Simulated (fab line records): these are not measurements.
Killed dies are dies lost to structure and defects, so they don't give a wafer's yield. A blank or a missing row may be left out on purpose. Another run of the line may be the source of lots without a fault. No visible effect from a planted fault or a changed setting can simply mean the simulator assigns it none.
Problem report, 8D (eight disciplines) form, completed by code || flow n5-finfet || the parts of the form that need people (team, actions taken, sign-off) are left out

## 1. THE ISSUE
cd-nm at N5_BEOL_M7_CD_MEAS_11 reads a mean of 45.2 nm on 6 wafers of 2 lots; wafers without a fault read 38.8 nm with a standard deviation of 0.64. That puts it +10 standard deviations away from the usual mean.
The step: target cd 38.5 nm.
First seen on wafer L663.2, day 14 18:40, on cd-sem-01. The record holds 28 wafers of 10 lots with a number at this step. Rule for "out", or "out of limits": more than 4 standard deviations from the usual mean. The rest of the wafers with a number are treated as sound.

## 2. WHAT IT IS, WHAT IT ISN'T
{"question": "which readings at this step", "is": "cd-nm", "is not": "-"}
{"question": "which lots", "is": "L663, L666", "is not": "L657, L659, L661, L671, L672, L674, L675, L680"}
{"question": "which wafers of those lots", "is": "all that have a number", "is not": "-"}
{"question": "read on which gauges", "is": "cd-sem-01, cd-sem-03", "is not": "cd-sem-02"}
{"question": "when", "is": "from day 14 18:40", "is not": "up to then (9 sound wafers); but 13 sound wafers of L671, L672, L674, L675, L680 came after"}

## 3. WHAT RULES OUT EACH SUSPECT
Counting: a tool at a process step up to the reading stays a suspect if it ran every lot that is out and no sound lot after the first of them.
- the gauge at N5_BEOL_M7_CD_MEAS_11 is ruled out. 2 gauges (cd-sem-01, cd-sem-03) read the wafers that are out.
- uv-cure-02 at N5_BEOL_M7_CURE_74 (cures SiCOH lowk, time 240 s): ruled out as a lasting fault. Sound lots L674 ran on it after its first lot that is out, L663 (day 14 17:31).
- arfi-scanner-02 at N5_BEOL_M7_EXPOSE_08 (exposes mask M7): kept. All lots that are out passed through it, beginning with L663 at day 14 18:33, and no sound lot followed; its final sound lot before that point was L661 at day 13 16:46. Its own exposure-dose-mJ-cm2 readings are out on those wafers.
Left after counting: arfi-scanner-02 at N5_BEOL_M7_EXPOSE_08.

## 4. THE CAUSE (what the simulator had put in)
Process parameters drifting: arfi-scanner-02 at N5_BEOL_M7_EXPOSE_08, beginning at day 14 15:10. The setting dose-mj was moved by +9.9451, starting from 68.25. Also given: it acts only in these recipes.
This tool alone remained once counting was done.

## 5. THE EFFECT CHAIN, in route order
Rows list readings where the struck wafers' mean (over those with a number) sits beyond 3 standard deviations from the usual. Readings are gone through only where the record gives a usual standard deviation; hours: the median, over the lots, of the time from a lot's start at the first step in this table giving one to that lot's start at this step; sigmas: the change measured in usual standard deviations.
{"hours": 0, "step": "N5_BEOL_M7_EXPOSE_08", "reading": "exposure-dose-mJ-cm2", "usual": 68.19, "on struck wafers": 77.14, "change": "+8.95", "sigmas": "+99 or more"}
{"hours": 0, "step": "N5_BEOL_M7_CD_MEAS_11", "reading": "cd-nm", "usual": "38.8 nm", "on struck wafers": 45.2, "change": "+6.4", "sigmas": "+10"}
{"hours": 1, "step": "N5_BEOL_M7_CD_MEAS_18", "reading": "cd-nm", "usual": "40.4 nm", "on struck wafers": 46.7, "change": "+6.3", "sigmas": "+8.3"}
{"hours": 2, "step": "N5_BEOL_M7_CD_MEAS_35", "reading": "cd-nm", "usual": "40.4 nm", "on struck wafers": 46.4, "change": "+6.0", "sigmas": "+7.6"}
{"hours": 78, "step": "N5_PASSIVATION_PROBE_49", "reading": "defect-limited-yield", "usual": "91.1 %", "on struck wafers": 51.7, "change": -39.4, "sigmas": -28}
{"hours": 78, "step": "N5_PASSIVATION_PROBE_49", "reading": "killed_at_M4_up", "usual": 15, "on struck wafers": 474, "change": "+459", "sigmas": "+87"}
{"hours": 78, "step": "N5_PASSIVATION_PROBE_49", "reading": "killed-dies", "usual": 105, "on struck wafers": 570, "change": "+464", "sigmas": "+27"}
{"hours": 78, "step": "N5_PASSIVATION_PROBE_49", "reading": "killed-on-rim", "usual": 14, "on struck wafers": 84, "change": "+70", "sigmas": "+16"}
{"hours": 78, "step": "N5_PASSIVATION_PROBE_49", "reading": "sort-n-pass", "usual": 1075, "on struck wafers": 610, "change": -464, "sigmas": -27}
{"hours": 78, "step": "N5_PASSIVATION_PROBE_49", "reading": "sort-yield-pct", "usual": "91.1 %", "on struck wafers": 51.7, "change": -39.4, "sigmas": -28}
Its process steps:
- N5_BEOL_M7_EXPOSE_08: exposes mask M7.
- N5_PASSIVATION_PROBE_49

## 6. HOW IT WOULD HAVE BEEN CAUGHT EARLIER
Counted from the fault's start at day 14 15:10, it took 4 hours until the first out-of-limits reading at a measuring or inspecting step in this record, taken at day 14 18:40.
At N5_BEOL_M7_EXPOSE_08, the tool's own readings (exposure-dose-mJ-cm2) were out on each struck wafer the step has a row for, so an alarm limit on them would have fired on the first such wafer.
L666, from the lots that are out (2), started N5_BEOL_M7_EXPOSE_08 on arfi-scanner-02 later than day 14 18:40. Holding the tool at that time would have saved it.
